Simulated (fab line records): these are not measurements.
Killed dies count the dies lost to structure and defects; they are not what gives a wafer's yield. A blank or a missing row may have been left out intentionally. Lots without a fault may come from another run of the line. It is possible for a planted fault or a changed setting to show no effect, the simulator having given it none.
What tool caused it? / flow nand-harc / 36 wafers from 12 lots sampled at 5 of the route's 1302 steps

## WHAT THE GAUGES SHOWED, per wafer
NHARC_A_SGD_CUT_OVL_MEAS_10.
lot=L355; measured=day 19 01:46; on=overlay-01; overlay-x-nm (nm)=-1.4 -1.1 -1.6; overlay-y-nm (nm)=-1.2 -0.7 -1.0
lot=L357; measured=day 19 21:24; on=overlay-02; overlay-x-nm (nm)=0.0 -0.4 -0.3; overlay-y-nm (nm)=-1.1 -1.2 -0.8
lot=L358; measured=day 20 10:25; on=overlay-02; overlay-x-nm (nm)=1.1 0.4 0.6; overlay-y-nm (nm)=-0.2 -0.7 -0.6
lot=L359; measured=day 21 01:26; on=overlay-02; overlay-x-nm (nm)=0.5 1.3 0.4; overlay-y-nm (nm)=0.5 0.5 0.9
lot=L362; measured=day 22 14:55; on=overlay-01; overlay-x-nm (nm)=-0.9 -1.2 -1.0; overlay-y-nm (nm)=-0.8 -0.6 -0.2
lot=L366; measured=day 24 01:35; on=overlay-02; overlay-x-nm (nm)=-0.3 -0.6 -0.3; overlay-y-nm (nm)=0.2 -0.1 0.4
lot=L368; measured=day 24 02:47; on=overlay-01; overlay-x-nm (nm)=0.8 1.0 1.2; overlay-y-nm (nm)=0.8 1.0 0.9
lot=L371; measured=day 26 00:02; on=overlay-01; overlay-x-nm (nm)=-0.3 0.1 0.6; overlay-y-nm (nm)=0.1 0.1 0.1
lot=L374; measured=day 27 03:30; on=overlay-02; overlay-x-nm (nm)=-1.1 -1.5 -1.6; overlay-y-nm (nm)=-1.2 -1.0 -1.1
lot=L375; measured=day 27 13:06; on=overlay-01; overlay-x-nm (nm)=0.6 0.8 1.1; overlay-y-nm (nm)=-1.0 -0.8 -0.7
lot=L377; measured=day 27 22:58; on=overlay-02; overlay-x-nm (nm)=-0.1 0.4 -0.2; overlay-y-nm (nm)=-1.1 -1.3 -0.8
lot=L378; measured=day 29 16:39; on=overlay-01; overlay-x-nm (nm)=-0.7 -1.3 -1.1; overlay-y-nm (nm)=-0.8 -0.5 -0.5

NHARC_A_SLIT_OVL_MEAS_10.
lot=L355; measured=day 19 13:47; on=overlay-01; overlay-x-nm (nm)=-0.3 -0.2 0.0; overlay-y-nm (nm)=-0.1 0.5 -0.2
lot=L357; measured=day 20 09:17; on=overlay-01; overlay-x-nm (nm)=-0.3 -0.7 -0.1; overlay-y-nm (nm)=0.9 0.9 1.1
lot=L358; measured=day 20 23:16; on=overlay-01; overlay-x-nm (nm)=1.0 1.0 0.5; overlay-y-nm (nm)=0.5 -0.2 0.5
lot=L359; measured=day 21 19:35; on=overlay-02; overlay-x-nm (nm)=-0.2 0.1 0.3; overlay-y-nm (nm)=0.4 -0.1 -0.1
lot=L362; measured=day 23 02:50; on=overlay-01; overlay-x-nm (nm)=-2.0 -2.1 -2.3; overlay-y-nm (nm)=0.3 -0.5 -0.3
lot=L366; measured=day 24 16:28; on=overlay-01; overlay-x-nm (nm)=-0.9 -0.9 -0.9; overlay-y-nm (nm)=-1.0 -0.6 -0.8
lot=L368; measured=day 24 14:53; on=overlay-02; overlay-x-nm (nm)=0.8 0.9 0.7; overlay-y-nm (nm)=-0.3 -0.5 0.0
lot=L371; measured=day 26 13:14; on=overlay-01; overlay-x-nm (nm)=0.9 0.3 0.9; overlay-y-nm (nm)=0.0 0.0 0.3
lot=L374; measured=day 27 19:55; on=overlay-01; overlay-x-nm (nm)=1.0 1.1 1.2; overlay-y-nm (nm)=1.1 1.0 0.5
lot=L375; measured=day 28 00:41; on=overlay-02; overlay-x-nm (nm)=0.7 0.2 -0.1; overlay-y-nm (nm)=0.6 0.5 0.0
lot=L377; measured=day 28 10:40; on=overlay-01; overlay-x-nm (nm)=-0.7 -1.0 -1.0; overlay-y-nm (nm)=-0.4 -0.6 -0.5
lot=L378; measured=day 30 08:23; on=overlay-01; overlay-x-nm (nm)=0.6 0.6 0.4; overlay-y-nm (nm)=-0.6 -0.5 -0.3

NHARC_END_SORT_01.
lot=L355; measured=day 24 09:07; on=prober-01; killed-at-array=41 40 40; killed-at-other=0 0 0; killed-at-periphery=8 3 6; killed-dies=49 43 46; killed-open=3 3 5; killed-short=2 0 5
lot=L357; measured=day 24 18:47; on=prober-02; killed-at-array=76 57 76; killed-at-other=0 1 0; killed-at-periphery=0 1 2; killed-dies=76 59 78; killed-open=2 0 5; killed-short=8 1 1
lot=L358; measured=day 25 17:55; on=prober-02; killed-at-array=58 45 40; killed-at-other=2 2 4; killed-at-periphery=3 4 4; killed-dies=63 51 48; killed-open=2 2 4; killed-short=5 2 3
lot=L359; measured=day 26 11:51; on=prober-01; killed-at-array=60 71 74; killed-at-other=0 0 0; killed-at-periphery=4 3 2; killed-dies=64 74 76; killed-open=3 6 4; killed-short=2 1 5
lot=L362; measured=day 27 18:38; on=prober-01; killed-at-array=52 46 45; killed-at-other=0 1 0; killed-at-periphery=1 6 7; killed-dies=53 53 52; killed-open=5 8 6; killed-short=4 3 4
lot=L366; measured=day 29 12:08; on=prober-01; killed-at-array=74 661 77; killed-at-other=0 2 0; killed-at-periphery=4 3 2; killed-dies=78 666 79; killed-open=5 1 4; killed-short=3 3 2
lot=L368; measured=day 29 12:07; on=prober-02; killed-at-array=633 663 35; killed-at-other=2 1 2; killed-at-periphery=2 5 7; killed-dies=637 669 44; killed-open=3 3 3; killed-short=2 6 3
lot=L371; measured=day 31 02:25; on=prober-02; killed-at-array=69 66 81; killed-at-other=5 3 1; killed-at-periphery=1 4 2; killed-dies=75 73 84; killed-open=0 2 4; killed-short=0 2 2
lot=L374; measured=day 32 21:46; on=prober-02; killed-at-array=43 28 27; killed-at-other=0 0 0; killed-at-periphery=3 4 1; killed-dies=46 32 28; killed-open=6 2 1; killed-short=3 0 0
lot=L375; measured=day 32 20:02; on=prober-01; killed-at-array=87 82 85; killed-at-other=2 3 0; killed-at-periphery=1 1 3; killed-dies=90 86 88; killed-open=2 2 3; killed-short=1 2 2
lot=L377; measured=day 33 03:02; on=prober-01; killed-at-array=69 55 55; killed-at-other=3 2 1; killed-at-periphery=11 8 8; killed-dies=83 65 64; killed-open=12 2 2; killed-short=4 4 3
lot=L378; measured=day 35 05:52; on=prober-02; killed-at-array=46 40 60; killed-at-other=6 1 2; killed-at-periphery=16 9 10; killed-dies=68 50 72; killed-open=3 3 4; killed-short=2 2 3

## TOOL THAT RAN EACH LOT (tool first, then ch and the chambers of the sampled wafers, then the start)
lot=L355; NHARC_A_SGD_CUT_CMP_21=cmp-02 ch 0,1,2, day 19 08:12; NHARC_A_SLIT_ETCH_24=rie-diel-10 ch 1,2,3, day 19 13:59
lot=L357; NHARC_A_SGD_CUT_CMP_21=cmp-02 ch 1,2,3, day 20 03:20; NHARC_A_SLIT_ETCH_24=rie-diel-09 ch 0,2,3, day 20 09:28
lot=L358; NHARC_A_SGD_CUT_CMP_21=cmp-04 ch 0,1,2, day 20 17:19; NHARC_A_SLIT_ETCH_24=rie-diel-05 ch 0,1,2, day 20 23:26
lot=L359; NHARC_A_SGD_CUT_CMP_21=cmp-04 ch 0,1,3, day 21 07:25; NHARC_A_SLIT_ETCH_24=rie-diel-05 ch 0,2,3, day 21 19:47
lot=L362; NHARC_A_SGD_CUT_CMP_21=cmp-02 ch 0,1, day 22 20:49; NHARC_A_SLIT_ETCH_24=rie-diel-05 ch 0,1,2, day 23 03:02
lot=L366; NHARC_A_SGD_CUT_CMP_21=cmp-01 ch 0,2,3, day 24 07:51; NHARC_A_SLIT_ETCH_24=rie-diel-10 ch 0,1,3, day 24 16:40
lot=L368; NHARC_A_SGD_CUT_CMP_21=cmp-04 ch 1,2,3, day 24 07:51; NHARC_A_SLIT_ETCH_24=rie-diel-10 ch 0,1, day 24 15:04
lot=L371; NHARC_A_SGD_CUT_CMP_21=cmp-02 ch 0,3, day 26 07:29; NHARC_A_SLIT_ETCH_24=rie-diel-09 ch 0,1,3, day 26 13:26
lot=L374; NHARC_A_SGD_CUT_CMP_21=cmp-04 ch 0,1,2, day 27 09:22; NHARC_A_SLIT_ETCH_24=rie-diel-05 ch 0,3, day 27 20:06
lot=L375; NHARC_A_SGD_CUT_CMP_21=cmp-04 ch 1,2,3, day 27 19:02; NHARC_A_SLIT_ETCH_24=rie-diel-05 ch 0,1,3, day 28 00:52
lot=L377; NHARC_A_SGD_CUT_CMP_21=cmp-01 ch 0,1,2, day 28 05:00; NHARC_A_SLIT_ETCH_24=rie-diel-10 ch 1,2,3, day 28 10:52
lot=L378; NHARC_A_SGD_CUT_CMP_21=cmp-02 ch 0,1,2, day 29 22:56; NHARC_A_SLIT_ETCH_24=rie-diel-10 ch 1,2,3, day 30 08:35
- NHARC_A_SGD_CUT_CMP_21: polishes, target thk 148.19 nm.
- NHARC_A_SLIT_ETCH_24: etches the open film in CF4/CHF3, target depth 121 nm, time 60.5 s.

## AS READ BY THE TOOLS THEMSELVES (means over the sampled wafers that have a number; for cases with no such wafer, the mark the record gives instead)
NHARC_A_SGD_CUT_CMP_21.
lot=L355; tool=cmp-02; edge-zone-pressure-frac=1.004; motor-current-A (A)=12.1; retaining-ring-pressure-frac=1.005; time-to-endpoint-s (s)=52
lot=L357; tool=cmp-02; edge-zone-pressure-frac=0.998; motor-current-A (A)=11.7; retaining-ring-pressure-frac=1.004; time-to-endpoint-s (s)=51
lot=L358; tool=cmp-04; edge-zone-pressure-frac=0.995; motor-current-A (A)=12.6; retaining-ring-pressure-frac=0.994; time-to-endpoint-s (s)=49
lot=L359; tool=cmp-04; edge-zone-pressure-frac=1.001; motor-current-A (A)=12.4; retaining-ring-pressure-frac=0.999; time-to-endpoint-s (s)=54
lot=L362; tool=cmp-02; edge-zone-pressure-frac=1.000; motor-current-A (A)=12.9; retaining-ring-pressure-frac=0.997; time-to-endpoint-s (s)=49
lot=L366; tool=cmp-01; edge-zone-pressure-frac=1.000; motor-current-A (A)=12.9; retaining-ring-pressure-frac=1.004; time-to-endpoint-s (s)=57
lot=L368; tool=cmp-04; edge-zone-pressure-frac=1.001; motor-current-A (A)=12.8; retaining-ring-pressure-frac=0.997; time-to-endpoint-s (s)=53
lot=L371; tool=cmp-02; edge-zone-pressure-frac=1.000; motor-current-A (A)=12.8; retaining-ring-pressure-frac=1.002; time-to-endpoint-s (s)=49
lot=L374; tool=cmp-04; edge-zone-pressure-frac=0.998; motor-current-A (A)=12.5; retaining-ring-pressure-frac=0.992; time-to-endpoint-s (s)=49
lot=L375; tool=cmp-04; edge-zone-pressure-frac=0.998; motor-current-A (A)=12.3; retaining-ring-pressure-frac=1.004; time-to-endpoint-s (s)=52
lot=L377; tool=cmp-01; edge-zone-pressure-frac=0.996; motor-current-A (A)=12.3; retaining-ring-pressure-frac=1.000; time-to-endpoint-s (s)=50
lot=L378; tool=cmp-02; edge-zone-pressure-frac=0.995; motor-current-A (A)=12.6; retaining-ring-pressure-frac=0.996; time-to-endpoint-s (s)=51

NHARC_A_SLIT_ETCH_24.
lot=L355; tool=rie-diel-10; bias-w (W)=200.0; drypump-motor-current-A (A)=5.1; mfc-ar-sccm (sccm)=0.000; oes-product-au (a.u.)=0.972; rf-vpp-V (V)=372.0; showerhead-plenum-p-Torr (Torr)=1.59; throttle-valve-pct (%)=16.803
lot=L357; tool=rie-diel-09; bias-w (W)=200.1; drypump-motor-current-A (A)=5.6; mfc-ar-sccm (sccm)=0.011; oes-product-au (a.u.)=0.975; rf-vpp-V (V)=368.7; showerhead-plenum-p-Torr (Torr)=1.54; throttle-valve-pct (%)=16.802
lot=L358; tool=rie-diel-05; bias-w (W)=200.0; drypump-motor-current-A (A)=6.0; mfc-ar-sccm (sccm)=0.000; oes-product-au (a.u.)=0.977; rf-vpp-V (V)=370.3; showerhead-plenum-p-Torr (Torr)=1.59; throttle-valve-pct (%)=16.802
lot=L359; tool=rie-diel-05; bias-w (W)=200.2; drypump-motor-current-A (A)=6.3; mfc-ar-sccm (sccm)=0.007; oes-product-au (a.u.)=0.972; rf-vpp-V (V)=370.6; showerhead-plenum-p-Torr (Torr)=1.57; throttle-valve-pct (%)=16.792
lot=L362; tool=rie-diel-05; bias-w (W)=199.4; drypump-motor-current-A (A)=6.0; mfc-ar-sccm (sccm)=0.000; oes-product-au (a.u.)=0.979; rf-vpp-V (V)=371.1; showerhead-plenum-p-Torr (Torr)=1.59; throttle-valve-pct (%)=16.806
lot=L366; tool=rie-diel-10; bias-w (W)=199.4; drypump-motor-current-A (A)=5.1; mfc-ar-sccm (sccm)=0.002; oes-product-au (a.u.)=0.912; rf-vpp-V (V)=369.6; showerhead-plenum-p-Torr (Torr)=1.54; throttle-valve-pct (%)=16.796
lot=L368; tool=rie-diel-10; bias-w (W)=200.1; drypump-motor-current-A (A)=5.2; mfc-ar-sccm (sccm)=0.004; oes-product-au (a.u.)=0.872; rf-vpp-V (V)=368.7; showerhead-plenum-p-Torr (Torr)=1.50; throttle-valve-pct (%)=16.803
lot=L371; tool=rie-diel-09; bias-w (W)=199.9; drypump-motor-current-A (A)=5.4; mfc-ar-sccm (sccm)=0.015; oes-product-au (a.u.)=0.967; rf-vpp-V (V)=370.3; showerhead-plenum-p-Torr (Torr)=1.57; throttle-valve-pct (%)=16.796
lot=L374; tool=rie-diel-05; bias-w (W)=200.1; drypump-motor-current-A (A)=6.5; mfc-ar-sccm (sccm)=0.013; oes-product-au (a.u.)=0.936; rf-vpp-V (V)=368.3; showerhead-plenum-p-Torr (Torr)=1.52; throttle-valve-pct (%)=16.804
lot=L375; tool=rie-diel-05; bias-w (W)=199.5; drypump-motor-current-A (A)=6.2; mfc-ar-sccm (sccm)=0.007; oes-product-au (a.u.)=0.952; rf-vpp-V (V)=369.7; showerhead-plenum-p-Torr (Torr)=1.55; throttle-valve-pct (%)=16.812
lot=L377; tool=rie-diel-10; bias-w (W)=199.6; drypump-motor-current-A (A)=5.0; mfc-ar-sccm (sccm)=0.000; oes-product-au (a.u.)=0.963; rf-vpp-V (V)=370.9; showerhead-plenum-p-Torr (Torr)=1.59; throttle-valve-pct (%)=16.801
lot=L378; tool=rie-diel-10; bias-w (W)=199.8; drypump-motor-current-A (A)=5.0; mfc-ar-sccm (sccm)=0.000; oes-product-au (a.u.)=0.932; rf-vpp-V (V)=370.7; showerhead-plenum-p-Torr (Torr)=1.59; throttle-valve-pct (%)=16.796

## THE ANSWER, worked out from the rows above alone
Rule: what is usual is taken from the lots themselves. Put in order of their means at a reading, lots are off if they are a third of the lots or fewer, leave a main group of 4 or more, and stand apart from it by a gap of 3 or more times the standard deviation of the main group's means; of several such gaps the widest counts. A main group whose means are all the same, to the digits that the tables above print for the reading, isn't used. Also off: a lot with no number at a reading for which 4 or more lots have one. Any other lot the step has rows for is counted as sound. The gauges are gone through in route order, then the tools' own readings, and for those a lot's mean is taken as printed above. The first step at which some lot is off is used, and at that step the reading that is off furthest; a lot without a number counts as furthest.
Off at NHARC_END_SORT_01 (killed-dies): L366, L368. Mean 63 and standard deviation 15 in the main group.
A tool fits if, at a process step before that reading, it ran every lot that is off, and no sound lot after the first of them. Those tools and the gauges at NHARC_END_SORT_01 are tried in the same way. No candidate that was tried fits.

## WHAT THE SIMULATOR HAD INSERTED
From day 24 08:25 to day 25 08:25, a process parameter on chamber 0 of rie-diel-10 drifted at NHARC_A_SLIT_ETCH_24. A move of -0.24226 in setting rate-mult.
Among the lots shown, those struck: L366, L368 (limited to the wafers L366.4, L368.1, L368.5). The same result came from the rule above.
